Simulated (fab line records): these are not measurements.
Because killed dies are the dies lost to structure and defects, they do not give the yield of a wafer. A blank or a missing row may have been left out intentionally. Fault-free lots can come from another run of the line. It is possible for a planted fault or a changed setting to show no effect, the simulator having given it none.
One fault seen from 2 desks / flow n5-finfet / what lay behind the numbers comes last; until then each desk has only its own

## TOOL OWNER'S DESK, rie-diel-04
The tool's own readings at N5_BEOL_M11_ETCH_62 (etches SOC in N2/H2, target depth 110 nm, overetch 22 nm, time 165 s): means of the sampled wafers that have a number, for each lot that ran on this tool. Any lot whose mean is over 4 standard deviations away from the usual mean is out of limits and marked OUT; that distance is given in the brackets.
Columns: A = drypump-motor-current-A at N5_BEOL_M11_ETCH_62, usual 5.6 A; B = oes-product-au at N5_BEOL_M11_ETCH_62, usual 0.67 a.u.; C = rf-vpp-V at N5_BEOL_M11_ETCH_62, usual 523.3 V; D = showerhead-plenum-p-Torr at N5_BEOL_M11_ETCH_62, usual 2.52 Torr; E = throttle-valve-pct at N5_BEOL_M11_ETCH_62, usual 17.8 %
lot=L868; first seen here=day 10 11:53; A=5.3; B=0.69; C=525.2; D=2.62; E=17.6
lot=L869; first seen here=day 11 01:44; A=5.9; B=0.68; C=521.7; D=2.46; E=18.0
lot=L876; first seen here=day 12 14:16; A=5.6; B=0.72; C=524.7; D=2.55; E=17.6
lot=L880; first seen here=day 14 08:17; A=5.3; B=0.70; C=526.9; D=2.62; E=17.4
lot=L890; first seen here=day 16 10:47; A=5.6; B=0.69; C=523.8; D=2.54; E=17.7
This desk found nothing out of limits on any of the 5 lots.

## METROLOGY DESK
What the gauges read for every lot (on any tool): the sampled wafers with a number, averaged. Any lot whose mean is over 4 standard deviations away from the usual mean is out of limits and marked OUT; that distance is given in the brackets.
Columns: A = cd-nm at N5_BEOL_M11_CD_MEAS_18, usual 69.8 nm; B = V10_OVL at N5_BEOL_M11_OVL_MEAS_29, usual -0.5 nm
lot=L868; first seen here=day 10 12:17; A=69.9; B=-1.3
lot=L869; first seen here=day 11 02:07; A=69.7; B=-0.9
lot=L872; first seen here=day 11 05:53; A=69.0; B=-0.7
lot=L870; first seen here=day 11 08:55; A=69.4; B=0.3
lot=L876; first seen here=day 12 14:38; A=70.0; B=-0.8
lot=L880; first seen here=day 14 08:39; A=70.0; B=-0.1
lot=L884; first seen here=day 14 14:02; A=70.3; B=0.7
lot=L886; first seen here=day 14 15:43; A=70.6; B=-0.2
lot=L891; first seen here=day 16 02:16; A=69.9; B=-0.3
lot=L890; first seen here=day 16 11:17; A=70.6; B=-0.5
This desk found nothing out of limits on any of the 10 lots.

## BROUGHT TOGETHER
The tool owner's desk saw nothing out of limits.
Metrology desk: nothing out of limits seen.

## WHAT THE SIMULATOR HAD INSERTED
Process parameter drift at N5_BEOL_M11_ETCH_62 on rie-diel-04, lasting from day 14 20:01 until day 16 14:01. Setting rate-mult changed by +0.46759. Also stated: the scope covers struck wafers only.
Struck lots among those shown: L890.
